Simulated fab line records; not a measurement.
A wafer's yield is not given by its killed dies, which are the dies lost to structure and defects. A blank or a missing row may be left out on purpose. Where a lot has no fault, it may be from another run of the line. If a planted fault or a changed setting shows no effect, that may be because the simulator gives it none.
Chamber matching | flow n5 finfet | 4 sister chambers for N5_HKMG_FIN_ALD_91 on ald metal-02
The step deposits TiN, target thk 1 nm, pulse time 1 s, purge time 3 s. 4 wafers are shown with their chamber, then 7 later ones without.

WAFERS PAIRED WITH THEIR CHAMBERS
wafer  | chamber | heater power w (W)
L086.1 | 3       | 915
L086.2 | 2       | 873
L087.1 | 0       | 875
L087.5 | 1       | 1001

WAFERS MISSING THEIR CHAMBER
wafer  | heater power w (W)
L087.6 | 864
L091.1 | 877
L091.2 | 1027
L091.4 | 919
L096.1 | 854
L096.5 | 917
L096.6 | 878

EACH ONE'S CHAMBER
wafer  | from the rows above     | in truth
L087.6 | can't be placed: 2 or 0 | 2
L091.1 | can't be placed: 0 or 2 | 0
L091.2 | 1                       | 1
L091.4 | 3                       | 3
L096.1 | can't be placed: 2 or 0 | 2
L096.5 | 3                       | 3
L096.6 | can't be placed: 0 or 2 | 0
Correctly placed: 3 of 7. Unplaceable from these rows: 4, with the true chamber sitting among the candidates in 4. Placed wrongly: 0.
How it was worked out, from the rows above alone: a wafer's distance from a chamber is the root of the sum, over the readings, of the square of ((its reading less the chamber's mean) divided by the reading's scatter). The wafer belongs to the nearest chamber; if the next one is less than 2 further off, it can't be placed. The mean given for a chamber averages the wafers shown for that chamber. The scatter (one wafer shown for each chamber): square how far every hidden wafer sits from the nearest shown wafer, average those squares and take the square root.
